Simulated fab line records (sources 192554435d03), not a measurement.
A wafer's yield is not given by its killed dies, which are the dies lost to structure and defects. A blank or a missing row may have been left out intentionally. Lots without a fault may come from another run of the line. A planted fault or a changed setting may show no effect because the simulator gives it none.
Matching of chambers	flow n5_finfet	N5_BEOL_M8_PECVD_70 on pecvd-02 has 3 sister chambers
The step deposits SiO2 from TEOS/O2, target thk 20 nm, time 22.7 s. 14 wafers are shown with their chamber, then 7 later ones without.

WAFERS PAIRED WITH THEIR CHAMBERS
wafer	chamber	throttle_valve_pct (%)	showerhead_plenum_p_Torr (Torr)	heater_power_w (W)
L075.1	1	23.6	8.86	595
L075.2	0	22.6	8.69	718
L075.5	1	23.3	8.87	608
L077.3	0	22.9	8.68	795
L077.5	1	23.7	8.87	682
L077.6	0	22.6	8.70	798
L084.1	1	23.6	8.87	665
L084.3	2	20.7	8.70	696
L084.6	1	23.5	8.88	653
L086.3	2	20.9	8.68	581
L086.4	0	22.8	8.70	791
L086.5	1	23.7	8.86	612
L092.4	1	23.7	8.86	600
L092.5	2	21.0	8.72	596

SIGNATURES, as means of the wafers listed above
reading	chamber 0	chamber 1	chamber 2	scatter within a chamber
throttle_valve_pct	22.725	23.586	20.867	0.149
showerhead_plenum_p_Torr	8.6925	8.8671	8.7000	0.0114
heater_power_w	775.50	630.71	624.33	42.3
Rule: a wafer lies at a distance from a chamber equal to the root of the sum of squares, over the readings, of (its reading less the chamber's mean, divided by the reading's scatter). The wafer belongs to the nearest chamber; if the next one is less than 2 further off, it can't be placed. The scatter: take each reading less its chamber's mean, square it, sum over the shown wafers, divide by the number of wafers less the number of chambers, and take the root.

WAFERS WITHOUT THEIR CHAMBER
wafer	throttle_valve_pct (%)	showerhead_plenum_p_Torr (Torr)	heater_power_w (W)
L092.6	23.0	8.68	782
L095.1	21.2	8.68	626
L095.2	23.5	8.85	582
L095.3	23.0	8.69	786
L094.1	23.8	8.88	692
L094.2	22.9	8.68	778
L094.3	23.8	8.87	690

THE CHAMBER EACH PASSED THROUGH
wafer	from the rows above	in truth
L092.6	0	0
L095.1	2	2
L095.2	1	1
L095.3	0	0
L094.1	1	1
L094.2	0	0
L094.3	1	1
Correct placement for 7 of the 7. Number that these rows cannot place: 0. Number placed wrongly: 0.
